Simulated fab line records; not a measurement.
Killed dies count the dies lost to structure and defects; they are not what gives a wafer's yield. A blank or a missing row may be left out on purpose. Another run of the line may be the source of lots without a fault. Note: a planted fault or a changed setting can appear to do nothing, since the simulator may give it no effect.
A struck lot beside a sound one    flow n5-finfet    18 out of 1938 route steps
Sound: wafers L527.4, L527.5, L527.6. Wafers struck: L519.2, L519.4, L519.6. At the end, the cause is stated.
For every step that has rows: the tool of each side, followed by ch and its chambers, followed by its first start. Under that, the readings that differ: sound wafers    struck wafers    difference of the means    sigmas: that difference in standard deviations of wafers without a fault.
alike: readings whose means differ by less than 2 such deviations, and words and numbers that are the same on both sides. not compared: withheld readings, readings that some wafer has no value for, bounds like >300 that may hide the same value, and numbers for which the record gives no deviation and whose values overlap.
A row with sigmas, a row that says differs or no value, or rows on one side alone: a step with any of these is where the two part. Non-overlapping numbers with no deviation appear without sigmas and do not part them. A reading that every wafer of one side lacks parts them only if that side has two wafers or more.

first, 8 steps without rows for these wafers: N5_DUMMY_GATE_DESCUM_20 (chemistry O2, time 6.2 s); N5_DUMMY_GATE_ETCH_29 (etches underlayer in N2/H2, target depth 13 nm); N5_DUMMY_GATE_ETCH_36 (etches SiARC in CF4, target depth 13 nm); N5_DUMMY_GATE_ETCH_37 (etches SOC in N2/H2, target depth 60 nm, overetch 30 nm); N5_DUMMY_GATE_STRIP_38 (strips in N2/H2); N5_DUMMY_GATE_STRIP_39 (strips in N2/H2); N5_DUMMY_GATE_TRIM_49 (chemistry O2, time 29 s, target cd 14 nm); N5_DUMMY_GATE_STRIP_40 (strips in CF4).
N5_DUMMY_GATE_ETCH_31: etches SiO2 in C4F6/O2, target depth 82.5 nm, time 27.5 s.
  sound on rie-diel-04 ch 1,2, day 6 23:22; struck on rie-diel-05 ch 1,3, day 5 00:18
  no value came back on the struck wafers for any of 8 readings (C4F6_flow_sccm (sccm), O2_flow_sccm (sccm) and others); on the sound wafers C4F6_flow_sccm (sccm) reads 9.97 10.00 10.01
reading                                      sound           struck        difference  sigmas
model.SOC_of_DUMMY_GATE_COAT_34.thk-nm (nm)  52.2 51.8 51.6  59.8 59.8 60  +8.0        
  not compared: rf-hours-counter-h
then, 1 step without rows for these wafers: N5_DUMMY_GATE_STRIP_41 (strips in O2).
N5_DUMMY_GATE_HM_OPEN_21: chemistry CH3F/O2, target SiNx, target depth 120 nm, time 171.4 s.
  sound on rie-diel-04 ch 1,2, day 6 23:26; struck on rie-diel-05 ch 1,3, day 5 00:23
reading                sound           struck          difference  sigmas
oes-product-au (a.u.)  0.74 0.74 0.88  0.27 0.34 0.27  -0.49       -6
  alike: drypump-motor-current-A, rf-fwd-power-W, rf-vpp-V, showerhead-plenum-p-Torr, throttle-valve-pct
  not compared: rf-hours-counter-h
then, 2 steps without rows for these wafers: N5_DUMMY_GATE_ETCH_32 (etches SiO2 in CF4, target depth 3.5 nm, time 3.9 s); N5_DUMMY_GATE_ETCH_23 (etches poly-Si in HBr/Cl2/O2, target depth 41 nm, time 22.3 s).
N5_DUMMY_GATE_ETCH_44: etches poly-Si in HBr/O2, stops on SiO2, target depth 127.5 nm.
  sound on rie-si-03 ch 0,2,3, day 6 23:42; struck on rie-si-03 ch 2,3, day 5 00:38
reading                sound              struck             difference  sigmas
oes-product-au (a.u.)  0.723 0.721 0.733  0.379 0.374 0.372  -0.351      -29
  alike: HBr_flow_sccm, O2_flow_sccm, drypump-motor-current-A, rf-fwd-power-W, throttle-valve-pct
  not compared: rf-hours-counter-h
N5_DUMMY_GATE_CD_MEAS_24: target cd 15 nm.
  sound: cd-sem-03 at day 6 23:49; struck: cd-sem-03 at day 5 00:45
reading     sound           struck  difference                     sigmas
cd-nm (nm)  15.1 15.0 14.8  - - -   no value on the struck wafers  
then, 1 step without rows for these wafers: N5_DUMMY_GATE_ETCH_42 (etches SiO2 in CHF3/O2, target depth 3.5 nm, time 31 s).
N5_BEOL_M4_RC_MEAS_101:
  the record has rows for the sound wafers here (prober-02 ch 0, day 11 23:37) and none for the struck ones
-- a jump in the record: the struck wafers' starts before and after are 9 days apart (it breaks off in module BEOL_M4 and resumes in module PASSIVATION, where the first step shown is number 1936 of the route) --
N5_PASSIVATION_PROBE_49:
  sound: prober-01 at day 16 02:13; struck: prober-01 at day 14 08:24
reading                   sound           struck          difference  sigmas
defect-limited-yield (%)  93.6 89.8 91.2  0 0 0           -92         -65
killed-at-front-end       36 50 34        1120 1118 1126  +1081       +98
killed-dies               75 120 104      1180 1180 1180  +1080       +68
killed-on-rim             11 18 14        152 152 152     +138        +40
sort_bin_5_function (%)   4.0 6.4 5.2     96.6 96.9 96.8  +91.6       +99 or more
sort-n-pass               1105 1060 1076  0 0 0           -1080       -68
sort-yield-pct (%)        93.6 89.8 91.2  0 0 0           -92         -65
  alike: killed_at_M0_to_M3, killed_at_M4_up, killed-at-contacts, killed-at-other, killed-open, killed-short, sort_bin_6_memory

## WHERE THEY PART
At N5_DUMMY_GATE_ETCH_31 first; at N5_PASSIVATION_PROBE_49 last (within this record only).

WHY: what had been put in by the simulator
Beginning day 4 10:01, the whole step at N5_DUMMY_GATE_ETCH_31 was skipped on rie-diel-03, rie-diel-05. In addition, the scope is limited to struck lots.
